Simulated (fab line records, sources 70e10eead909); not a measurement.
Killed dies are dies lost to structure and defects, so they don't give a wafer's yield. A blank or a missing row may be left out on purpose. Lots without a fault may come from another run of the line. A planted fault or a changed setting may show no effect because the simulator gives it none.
fab line records | flow nand_harc
record lots=12 wafers=36 last_day=24
route steps=1159 shown A_M0@1020 A_M1@1046 END@1159
lots that met no fault: from a run of the same line without faults
start_h: hours from the record's first day to the start of the lot's first wafer shown | wait_h: hours since the lot's step before | " the same as in the row above | L1.1+2: a row that stands for several wafers | - no value, or no start given | * or withheld: withheld | < > ~ a bound
route shown NAME@n: a module of which the file shows steps, and the number in the route of the first | usual: mean/standard deviation of fault-free wafers | same: alike in all rows | chamber/n: place in a boat | sites: the reading at each site | _std_site: their standard deviation | _edge_site: outer sites' mean less inner sites' | radius_mm: how far each site lies from the wafer's centre | mask NAME#n: copy n | behind: the tool/chamber that last shaped the wafer | hold: why the lot was held/for how many hours/how that ended | device: the transistor (n, p or np) that didn't switch | end of line: the same wafers' tests at the end of the route | a step without rows: its recipe alone | killed: dies lost to structure and defects at the first sort, not the wafer's yield | map: a wafer's dies, x killed, . not, _ none there
set.NAME: the setting as run; set.NAME@STEP: as run at that earlier step | model.NAME: the simulator's own value behind a step, which no gauge read
steps of the route over a sample of lots; a table a step, a row a wafer
services: from which hour (start_h, from the record's first day; less than 0 if before it) a tool's chamber was out of use, for how many hours, and why
## steps
# step NHARC_A_M0_THK_MEAS_24
# recipe thk_meas_gauge=xrf
# usual thk_nm=113.6/1.3
# columns lot.wafer tool chamber start_h wait_h thk_nm
L189.1 film_metro-02 - 406.53 - 115.1
L189.2 " - " " 113.2
L189.4 " - " " 113.5
L190.1 film_metro-02 - 407.16 - 115.4
L190.3 " - " " 114.7
L190.5 " - " " 113.5
L198.2 film_metro-01 - 454.15 - 111.7
L198.4 " - " " 112.1
L198.6 " - " " 113.1
L197.2 film_metro-02 - 454.48 - 110.8
L197.4 " - " " 112.7
L197.6 " - " " 115.2
L199.4 film_metro-02 - 466.68 - 116.0
L199.5 " - " " 115.0
L199.6 " - " " 114.1
L203.1 film_metro-01 - 478.66 - 111.6
L203.4 " - " " 111.7
L203.5 " - " " 110.3
L202.1 film_metro-01 - 482.10 - 112.9
L202.5 " - " " 111.2
L202.6 " - " " 113.5
L204.3 film_metro-02 - 500.35 - 112.9
L204.4 " - " " 111.8
L204.6 " - " " 112.0
L209.2 film_metro-01 - 512.82 - 114.1
L209.5 " - " " 114.8
L209.6 " - " " 114.0
L208.1 film_metro-01 - 520.50 - 110.0
L208.4 " - " " 113.8
L208.6 " - " " 114.4
L210.3 film_metro-01 - 530.33 - 111.6
L210.5 " - " " 112.2
L210.6 " - " " 114.2
L211.1 film_metro-01 - 530.75 - 114.3
L211.2 " - " " 112.4
L211.4 " - " " 114.3
# step NHARC_A_M1_DEGAS_29
# recipe temp_c=250 time_s=60
# usual heater_power_w=328/39
# same time_s=60
# columns lot.wafer tool chamber start_h wait_h heater_power_w
L189.1 pvd_sputter-03 - 409.77 - 371
L189.2 " - " " 265
L189.4 " - " " 361
L190.3 pvd_sputter-01 - 409.93 - 371
L190.1 " - " " 325
L190.5 " - " " 323
L198.2 pvd_sputter-03 - 456.82 - 374
L198.4 " - " " 361
L198.6 " - " " 275
L197.4 pvd_sputter-02 - 457.24 - 321
L197.2 " - " " 358
L197.6 " - " " 317
L199.4 pvd_sputter-03 - 469.67 - 359
L199.6 " - " " 378
L199.5 " - " " 283
L203.4 pvd_sputter-01 - 481.90 - 330
L203.1 " - " " 314
L203.5 " - " " 372
L202.1 pvd_sputter-02 - 484.90 - 247
L202.6 " - " " 371
L202.5 " - " " 326
L204.3 pvd_sputter-02 - 503.10 - 251
L204.4 " - " " 328
L204.6 " - " " 242
L209.2 pvd_sputter-02 - 515.60 - 244
L209.6 " - " " 362
L209.5 " - " " 347
L208.4 pvd_sputter-02 - 523.44 - 344
L208.1 " - " " 247
L208.6 " - " " 331
L210.3 pvd_sputter-01 - 533.14 - 330
L210.5 " - " " 333
L210.6 " - " " 328
L211.4 pvd_sputter-03 - 533.59 - 291
L211.1 " - " " 354
L211.2 " - " " 363
# step NHARC_A_M1_PRE_CLEAN_30
# recipe time_s=30 temp_c=280 gas=H2/He
# usual heater_power_w=403/47
# same time_s=30
# columns lot.wafer tool chamber start_h wait_h heater_power_w
L189.4 pvd_sputter-03 - - - 451
L189.1 " - " " 352
L189.2 " - " " 439
L190.3 pvd_sputter-01 - - - 351
L190.1 " - " " 461
L190.5 " - " " 349
L198.2 pvd_sputter-03 - - - 344
L198.4 " - " " 445
L198.6 " - " " 329
L197.4 pvd_sputter-02 - - - 434
L197.2 " - " " 409
L197.6 " - " " 406
L199.4 pvd_sputter-03 - - - 450
L199.5 " - " " 462
L199.6 " - " " 350
L203.1 pvd_sputter-01 - - - 413
L203.4 " - " " 406
L203.5 " - " " 459
L202.1 pvd_sputter-02 - - - 409
L202.6 " - " " 305
L202.5 " - " " 412
L204.3 pvd_sputter-02 - - - 405
L204.4 " - " " 436
L204.6 " - " " 304
L209.2 pvd_sputter-02 - - - 422
L209.6 " - " " 444
L209.5 " - " " 410
L208.1 pvd_sputter-02 - - - 442
L208.4 " - " " 306
L208.6 " - " " 402
L210.3 pvd_sputter-01 - - - 403
L210.5 " - " " 405
L210.6 " - " " 345
L211.4 pvd_sputter-03 - - - 350
L211.2 " - " " 449
L211.1 " - " " 442
# step NHARC_A_M1_ECD_22
# recipe target_thk_a=4000 bath_temp_c=25 material=Cu
# usual bath_heat_duty_pct=6.3/0.64 bath_temp_c=25.00/0.1
# columns lot.wafer tool chamber start_h wait_h bath_heat_duty_pct bath_temp_c
L189.1 ecd_cu-02 0 410.12 - 5.4 24.97
L189.2 " 1 " " 7.5 25.01
L189.4 " 1 " " 6.6 25.02
L190.1 ecd_cu-01 0 410.27 - 5.9 25.02
L190.3 " 1 " " 6.1 24.94
L190.5 " 0 " " 5.7 25.12
L198.2 ecd_cu-01 0 457.18 - - -
L198.4 " 0 " " - -
L198.6 " 1 " " - -
L197.2 ecd_cu-02 1 457.59 - - -
L197.4 " 0 " " - -
L197.6 " 1 " " - -
L199.4 ecd_cu-02 1 470.11 - - -
L199.5 " 1 " " - -
L199.6 " 0 " " - -
L203.1 ecd_cu-02 1 482.42 - 7.0 25.07
L203.4 " 1 " " 7.2 25.03
L203.5 " 1 " " 5.9 25.15
L202.1 ecd_cu-02 0 485.24 - 5.8 24.88
L202.6 " 0 " " 5.1 24.87
L202.5 " 1 " " 6.3 24.90
L204.3 ecd_cu-01 0 503.56 - 5.1 25.12
L204.4 " 1 " " 6.4 24.93
L204.6 " 0 " " 6.8 24.95
L209.2 ecd_cu-02 0 516.00 - 6.1 24.99
L209.5 " 1 " " 6.6 24.96
L209.6 " 0 " " 5.5 24.99
L208.1 ecd_cu-01 0 523.79 - 6.1 25.04
L208.4 " 1 " " 7.1 24.91
L208.6 " 1 " " 6.1 24.99
L210.3 ecd_cu-01 1 533.64 - 6.5 24.87
L210.6 " 0 " " 6.0 25.00
L210.5 " 1 " " 6.3 24.91
L211.2 ecd_cu-01 0 533.95 - 6.6 24.88
L211.1 " 1 " " 6.6 24.93
L211.4 " 0 " " 6.1 25.06
# step NHARC_A_M1_CMP_23
# recipe t_overpolish_s=20 target_thk_nm=154.34
# usual motor_current_A=11.9/1.4 slurry_filter_dp_kPa=13.51/0.13 time_to_endpoint_s=27.5/2.4
# columns lot.wafer tool chamber start_h wait_h motor_current_A slurry_filter_dp_kPa time_to_endpoint_s
L189.2 cmp-03 3 410.85 - 11.3 13.59 26.9
L189.4 " 0 " " 12.6 13.71 29.6
L189.1 " 2 " " 12.0 13.40 27.6
L190.3 cmp-02 1 411.11 - 9.3 13.73 25.4
L190.1 " 2 " " 10.4 13.70 25.8
L190.5 " 1 " " 9.1 13.32 24.4
L198.2 cmp-02 1 458.01 - 9.5 13.55 0.2
L198.4 " 3 " " 12.0 13.54 0.0
L198.6 " 1 " " 9.3 13.66 0.0
L197.4 cmp-04 0 458.38 - 11.6 13.39 1.9
L197.2 " 3 " " 11.1 13.62 0.7
L197.6 " 0 " " 11.7 13.31 1.0
L199.4 cmp-03 0 470.76 - 12.9 13.47 0.0
L199.6 " 3 " " 10.8 13.38 1.9
L199.5 " 0 " " 12.8 13.71 0.0
L203.1 cmp-03 0 483.14 - 12.8 13.68 25.6
L203.4 " 2 " " 13.1 13.64 28.2
L203.5 " 0 " " 13.2 13.71 26.6
L202.1 cmp-03 0 486.05 - 12.8 13.55 28.3
L202.5 " 1 " " 14.8 13.36 27.8
L202.6 " 2 " " 12.9 13.55 24.9
L204.4 cmp-02 2 504.21 - 10.7 13.70 23.8
L204.3 " 0 " " 13.5 13.47 27.2
L204.6 " 2 " " 11.0 13.55 25.7
L209.2 cmp-03 2 516.76 - 12.7 13.46 25.2
L209.6 " 0 " " 12.9 13.42 26.5
L209.5 " 1 " " 14.4 13.55 27.9
L208.4 cmp-04 2 524.51 - 11.0 13.24 31.6
L208.1 " 1 " " 11.2 13.60 27.3
L208.6 " 2 " " 10.5 13.43 29.7
L210.3 cmp-03 3 534.24 - 11.7 13.38 29.6
L210.5 " 2 " " 12.5 13.47 25.0
L210.6 " 3 " " 11.7 13.38 31.3
L211.4 cmp-02 3 534.68 - 12.3 13.67 21.8
L211.1 " 1 " " 9.2 13.54 23.4
L211.2 " 2 " " 10.7 13.45 23.4
# step NHARC_A_M1_THK_MEAS_24
# recipe thk_meas_gauge=xrf
# usual thk_nm=153.9/1.4
# columns lot.wafer tool chamber start_h wait_h thk_nm
L189.1 film_metro-01 - 411.16 - 155.5
L189.2 " - " " 154.5
L189.4 " - " " 155.3
L190.1 film_metro-01 - 411.42 - 151.5
L190.3 " - " " 152.0
L190.5 " - " " 154.3
L198.2 film_metro-01 - 458.33 - 29.9
L198.4 " - " " 30.4
L198.6 " - " " 30.1
L197.2 film_metro-02 - 458.70 - 29.5
L197.4 " - " " 30.1
L197.6 " - " " 29.1
L199.4 film_metro-01 - 471.05 - 30.2
L199.5 " - " " 31.3
L199.6 " - " " 30.0
L203.1 film_metro-02 - 483.42 - 152.9
L203.4 " - " " 154.3
L203.5 " - " " 152.9
L202.1 film_metro-01 - 486.29 - 153.4
L202.5 " - " " 154.8
L202.6 " - " " 152.5
L204.3 film_metro-01 - 504.53 - 154.6
L204.4 " - " " 154.2
L204.6 " - " " 151.5
L209.2 film_metro-02 - 517.02 - 155.0
L209.5 " - " " 156.4
L209.6 " - " " 153.7
L208.1 film_metro-01 - 524.83 - 153.2
L208.4 " - " " 155.4
L208.6 " - " " 155.6
L210.3 film_metro-02 - 534.53 - 153.9
L210.5 " - " " 150.5
L210.6 " - " " 153.8
L211.1 film_metro-01 - 535.00 - 154.3
L211.2 " - " " 151.2
L211.4 " - " " 151.5
# step NHARC_END_SORT_01
# recipe temp_c=25
# usual defect_limited_yield=95.1/1.6 killed_at_array=29/11 killed_at_other=0.7/1.1 killed_at_periphery=2.9/2.2 killed_dies=33/11 killed_open=3.1/1.8 killed_short=1.9/1.4 sort_bin_2_pct=1.6/0.64 sort_bin_3_pct=0.26/0.18 sort_bin_4_pct=3.1/1.1 sort_n_pass=644/11 sort_rim_yield_pct=95.7/2.8 sort_yield_pct=95.1/1.6
# same gross_dies=677 sort_bin_5_pct[%]=0 sort_bin_6_pct[%]=0 sort_bin_7_pct[%]=0 sort_bin_8_pct[%]=0 sort_rim_n_gross=106.00
# columns lot.wafer tool chamber start_h wait_h defect_limited_yield[%] killed_at_array killed_at_other killed_at_periphery killed_dies killed_open killed_short sort_bin_2_pct[%] sort_bin_3_pct[%] sort_bin_4_pct[%] sort_n_pass sort_rim_yield_pct[%] sort_yield_pct[%]
L198.2 prober-01 0 497.66 2.8 0 675 2 0 677 3 0 96.3 0.15 3.5 0 0 0
L198.4 prober-01 0 499.26 3.4 0 674 1 2 677 3 4 97.5 0.59 1.9 0 0 0
L198.6 prober-01 0 500.86 4.0 0 672 2 3 677 5 2 97.2 0 2.8 0 0 0
L197.2 prober-02 0 497.73 2.8 0 676 1 0 677 2 3 97.6 0.30 2.1 0 0 0
L197.4 prober-02 0 499.32 3.4 0 674 0 3 677 1 0 97.3 0.15 2.5 0 0 0
L197.6 prober-02 0 500.90 4.0 0 673 0 4 677 3 1 97.0 0 3.0 0 0 0
L199.4 prober-01 0 515.98 3.4 0 677 0 0 677 0 2 96.5 0.15 3.4 0 0 0
L199.5 prober-01 0 516.78 3.7 0 674 1 2 677 3 2 96.8 0.44 2.8 0 0 0
L199.6 prober-01 0 517.57 4.0 0 675 1 1 677 2 0 97.2 0.30 2.5 0 0 0
L204.3 prober-01 0 535.74 3.1 93.2 43 1 2 46 4 0 2.2 0.15 4.4 631 94.3 93.2
L204.4 prober-01 0 536.53 3.4 93.2 46 0 0 46 1 1 1.3 0.44 5.0 631 92.5 93.2
L204.6 prober-01 0 538.12 4.0 92.0 51 0 3 54 4 2 1.8 0.59 5.6 623 99.1 92.0
L209.2 prober-02 0 556.04 2.8 95.4 29 0 2 31 4 0 1.9 0.30 2.4 646 97.2 95.4
L209.5 prober-02 0 558.44 3.7 95.9 22 0 6 28 4 1 1.5 0.15 2.5 649 98.1 95.9
L209.6 prober-02 0 559.24 4.0 97.2 18 0 1 19 1 0 1.0 0.15 1.6 658 97.2 97.2
L208.1 prober-01 0 563.01 2.5 93.1 40 1 6 47 5 3 2.4 0.44 4.1 630 94.3 93.1
L208.4 prober-01 0 565.40 3.4 92.0 51 0 3 54 5 4 3.0 0.30 4.7 623 87.7 92.0
L208.6 prober-01 0 566.99 4.0 92.6 47 0 3 50 2 3 2.8 0.59 4.0 627 98.1 92.6
L211.1 prober-02 0 569.26 2.5 94.7 34 2 0 36 3 2 1.5 0.30 3.5 641 99.1 94.7
L211.2 prober-02 0 570.07 2.8 95.1 31 2 0 33 0 3 1.8 0.15 3.0 644 93.4 95.1
L211.4 prober-02 0 571.69 3.4 95.1 26 6 1 33 2 1 2.2 0.30 2.4 644 94.3 95.1
L210.3 prober-01 0 572.43 3.1 95.0 33 1 0 34 4 0 1.2 0.30 3.5 643 90.6 95.0
L210.5 prober-01 0 574.06 3.8 95.0 33 0 1 34 2 1 1.5 0.15 3.4 643 93.4 95.0
L210.6 prober-01 0 574.88 4.1 94.8 35 0 0 35 0 4 1.9 0.30 3.0 642 97.2 94.8
# killed by level:class
L198.2 A_M1:area_ecd=641 A_SLIT:chamber_film_flake=18 A_CHANNEL_HOLE_D1:chamber_film_flake=8 A_CONTACT:chamber_film_flake=4 A_STAIRCASE:chamber_film_flake=2 A_CONTACT:geometric_particle:open=1 A_M0:geometric_particle:open=1 STARTING-WAFER:geometric_particle:open=1
L197.2 A_M1:area_ecd=651 A_CHANNEL_HOLE_D1:chamber_film_flake=16 A_STAIRCASE:chamber_film_flake=3 A_CONTACT:geometric_particle:open=2 A_CONTACT:chamber_film_flake=2 A_WL_FILL:geometric_particle:short=1 A_CONTACT:geometric_particle:short=1 STARTING-WAFER:geometric_particle:short=1
L198.4 A_M1:area_ecd=650 A_SLIT:chamber_film_flake=11 A_CHANNEL_HOLE_D1:chamber_film_flake=3 A_CONTACT:geometric_particle:short=2 A_CONTACT:chamber_film_flake=2 P_GATE:geometric_particle:open=1 A_ONON_D1:geometric_particle:open=1 A_CHANNEL_FILL_D1:geometric_particle:short=1
L197.4 A_M1:area_ecd=651 A_CHANNEL_HOLE_D1:chamber_film_flake=13 A_CONTACT:chamber_film_flake=5 A_STAIRCASE:chamber_film_flake=2 A_CONTACT:geometric_particle:open=1 P_ZERO_WELL:chamber_film_flake=1 P_STI:chamber_film_flake=1 P_M1:chamber_film_flake=1
L198.6 A_M1:area_ecd=643 A_SLIT:chamber_film_flake=13 A_CHANNEL_HOLE_D1:chamber_film_flake=5 A_STAIRCASE:chamber_film_flake=5 A_CONTACT:chamber_film_flake=2 P_M0:geometric_particle:open=1 P_M0:geometric_particle:short=1 A_ONON_D1:geometric_particle:open=1
L197.6 A_M1:area_ecd=644 A_CHANNEL_HOLE_D1:chamber_film_flake=18 A_CONTACT:chamber_film_flake=7 A_STAIRCASE:chamber_film_flake=2 P_CONTACT:geometric_particle:open=1 P_M0:geometric_particle:open=1 P_M1:geometric_particle:short=1 A_CHANNEL_FILL_D1:geometric_particle:open=1
L199.4 A_M1:area_ecd=643 A_SLIT:chamber_film_flake=14 A_CHANNEL_HOLE_D1:chamber_film_flake=8 A_CONTACT:chamber_film_flake=6 A_SGD_CUT:chamber_film_flake=3 A_CHANNEL_FILL_D1:geometric_particle:short=2 A_STAIRCASE:chamber_film_flake=1
L199.5 A_M1:area_ecd=646 A_SLIT:chamber_film_flake=13 A_CONTACT:chamber_film_flake=4 A_CHANNEL_HOLE_D1:chamber_film_flake=3 A_ZERO_WELL:chamber_film_flake=2 A_SGD_CUT:chamber_film_flake=2 P_CONTACT:geometric_particle:short=1 P_M2:geometric_particle:short=1
L199.6 A_M1:area_ecd=649 A_SLIT:chamber_film_flake=14 A_CHANNEL_HOLE_D1:chamber_film_flake=5 A_CONTACT:chamber_film_flake=4 A_CONTACT:geometric_particle:open=1 STARTING-WAFER:geometric_particle:open=1 P_M0:chamber_film_flake=1 A_STAIRCASE:chamber_film_flake=1
L204.3 A_CHANNEL_HOLE_D1:chamber_film_flake=18 A_SLIT:chamber_film_flake=16 A_CONTACT:chamber_film_flake=4 A_STAIRCASE:chamber_film_flake=2 P_M0:geometric_particle:open=1 A_ONON_D1:geometric_particle:open=1 A_WL_FILL:geometric_particle:open=1 A_CONTACT:geometric_particle:open=1
L204.4 A_CHANNEL_HOLE_D1:chamber_film_flake=17 A_SLIT:chamber_film_flake=16 A_STAIRCASE:chamber_film_flake=5 A_CONTACT:chamber_film_flake=4 A_ZERO_WELL:chamber_film_flake=2 A_ONON_D1:geometric_particle:short=1 A_CONTACT:geometric_particle:open=1
L204.6 A_SLIT:chamber_film_flake=18 A_CHANNEL_HOLE_D1:chamber_film_flake=18 A_STAIRCASE:chamber_film_flake=5 A_ZERO_WELL:chamber_film_flake=3 A_CONTACT:geometric_particle:open=2 A_CONTACT:chamber_film_flake=2 P_GATE:geometric_particle:open=1 P_M0:geometric_particle:short=1
L209.2 A_CHANNEL_HOLE_D1:chamber_film_flake=10 A_CONTACT:chamber_film_flake=7 A_M1:chamber_film_flake=4 A_WL_FILL:chamber_film_flake=3 P_CONTACT:geometric_particle:open=2 A_STAIRCASE:chamber_film_flake=2 A_CHANNEL_FILL_D1:geometric_particle:open=1 A_SGD_CUT:geometric_particle:open=1
L209.5 A_CHANNEL_HOLE_D1:chamber_film_flake=7 A_STAIRCASE:chamber_film_flake=4 A_CONTACT:chamber_film_flake=4 P_BONDPAD:chamber_film_flake=3 A_CONTACT:geometric_particle:open=2 P_GATE:chamber_film_flake=2 P_M0:geometric_particle:open=1 A_SGD_CUT:geometric_particle:open=1
L209.6 A_CHANNEL_HOLE_D1:chamber_film_flake=12 A_CONTACT:chamber_film_flake=3 A_SOURCE_PLATE:geometric_particle:open=1 P_M0:chamber_film_flake=1 A_CHANNEL_FILL_D1:chamber_film_flake=1 A_M0:chamber_film_flake=1
L208.1 A_CHANNEL_HOLE_D1:chamber_film_flake=18 A_SLIT:chamber_film_flake=12 A_STAIRCASE:chamber_film_flake=3 A_CONTACT:geometric_particle:open=2 P_M0:chamber_film_flake=2 A_CONTACT:chamber_film_flake=2 P_STI:geometric_particle:open=1 P_CONTACT:geometric_particle:open=1
L208.4 A_CHANNEL_HOLE_D1:chamber_film_flake=20 A_SLIT:chamber_film_flake=15 A_STAIRCASE:chamber_film_flake=5 A_WL_FILL:geometric_particle:short=4 A_CONTACT:chamber_film_flake=3 A_WL_FILL:geometric_particle:open=2 P_CONTACT:geometric_particle:open=1 A_CONTACT:geometric_particle:open=1
L208.6 A_CHANNEL_HOLE_D1:chamber_film_flake=22 A_SLIT:chamber_film_flake=13 A_CONTACT:chamber_film_flake=4 P_M0:chamber_film_flake=2 A_STAIRCASE:chamber_film_flake=2 A_ONON_D1:geometric_particle:open=1 A_ONON_D1:geometric_particle:short=1 A_CHANNEL_HOLE_D1:geometric_particle:short=1
L211.1 A_SLIT:chamber_film_flake=16 A_CHANNEL_HOLE_D1:chamber_film_flake=8 A_WL_FILL:chamber_film_flake=3 A_CONTACT:geometric_particle:short=2 A_CONTACT:chamber_film_flake=2 HYBRID_BOND:chamber_film_flake=2 A_SGD_CUT:geometric_particle:open=1 A_BLC:geometric_particle:open=1
L211.2 A_SLIT:chamber_film_flake=18 A_CHANNEL_HOLE_D1:chamber_film_flake=4 A_STAIRCASE:chamber_film_flake=2 A_CONTACT:chamber_film_flake=2 HYBRID_BOND:chamber_film_flake=2 A_ONON_D1:geometric_particle:short=1 A_WL_FILL:geometric_particle:short=1 A_M0:geometric_particle:short=1
L211.4 A_SLIT:chamber_film_flake=14 A_CHANNEL_HOLE_D1:chamber_film_flake=8 HYBRID_BOND:chamber_film_flake=4 A_WL_FILL:chamber_film_flake=2 P_CONTACT:geometric_particle:open=1 A_ONON_D1:geometric_particle:short=1 A_WL_FILL:geometric_particle:open=1 THIN_TSV:chamber_film_flake=1
L210.3 A_SLIT:chamber_film_flake=11 A_STAIRCASE:chamber_film_flake=10 A_CHANNEL_HOLE_D1:chamber_film_flake=5 A_CONTACT:chamber_film_flake=4 A_CHANNEL_HOLE_D1:geometric_particle:open=1 A_CONTACT:geometric_particle:open=1 A_BLC:geometric_particle:open=1 STARTING-WAFER:geometric_particle:open=1
L210.5 A_SLIT:chamber_film_flake=11 A_CHANNEL_HOLE_D1:chamber_film_flake=8 A_CONTACT:chamber_film_flake=6 A_STAIRCASE:chamber_film_flake=5 A_WL_FILL:geometric_particle:short=1 A_WL_FILL:geometric_particle:open=1 A_CONTACT:geometric_particle:open=1 P_GATE:chamber_film_flake=1
L210.6 A_SLIT:chamber_film_flake=17 A_CHANNEL_HOLE_D1:chamber_film_flake=7 A_STAIRCASE:chamber_film_flake=4 A_WL_FILL:geometric_particle:short=3 A_CONTACT:chamber_film_flake=3 A_CHANNEL_FILL_D1:geometric_particle:short=1
## services
# columns tool chamber start_h hours kind
ecd_cu-02 - 386.92 4.8 repair
pvd_sputter-02 - 392.01 10.0 pm
cmp-04 - 399.00 4.0 pm
cmp-03 - 404.40 0.5 repair
pvd_sputter-02 - 411.04 2.2 repair
cmp-02 - 422.50 4.0 pm
cmp-02 - 426.50 - consumable_replace:conditioner
cmp-02 - 426.50 - consumable_replace:pad
cmp-04 - 434.67 1.1 repair
ecd_cu-01 - 448.24 8.0 pm
cmp-03 - 455.98 4.0 pm
pvd_sputter-01 - 458.60 0.9 repair
pvd_sputter-03 - 459.21 10.0 pm
cmp-03 - 459.98 - consumable_replace:conditioner
cmp-03 - 459.98 - consumable_replace:pad
cmp-02 - 480.15 1.0 repair
pvd_sputter-03 - 481.22 5.5 repair
pvd_sputter-01 - 483.70 3.6 repair
cmp-04 - 497.04 4.0 pm
pvd_sputter-01 - 514.03 10.0 pm
cmp-02 - 515.04 0.2 repair
cmp-02 - 517.69 3.3 repair
cmp-02 - 530.15 0.5 repair
ecd_cu-02 - 532.05 8.0 pm
## key
first_sign step=NHARC_A_M1_ECD_22 reading=tool_record direction=missing
effect step=NHARC_A_M1_CMP_23 reading=time_to_endpoint_s direction=down sigmas=11 usual=* struck=*
effect step=NHARC_A_M1_THK_MEAS_24 reading=thk_nm direction=down sigmas=88 usual=153.9 struck=30.1
effect step=NHARC_END_SORT_01 reading=sort_bin_2_pct direction=up sigmas=99+ usual=1.6 struck=97.0
more_kills_born_at NHARC_A_M1_ECD_22@ecd_cu-02=3884 NHARC_A_M1_ECD_22@ecd_cu-01=1934
met_at NHARC_A_M1_ECD_22
struck_lots L197,L198,L199
later_rows_left_out L197.2,L197.4,L197.6,L198.2,L198.4,L198.6,L199.4,L199.5,L199.6
not_acting_at NHARC_A_M0_THK_MEAS_24,NHARC_A_M1_DEGAS_29,NHARC_A_M1_PRE_CLEAN_30
onset_between 410.27 457.18
fault kind=skipped_step_whole tool=ecd_cu-01,ecd_cu-02 chamber=- onset_h=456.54 steps=NHARC_A_M1_ECD_22 scope=struck_lots_only
# later_rows_left_out: the simulator's readings of these wafers behind a module that went badly wrong aren't trusted and aren't shown, but for the sort
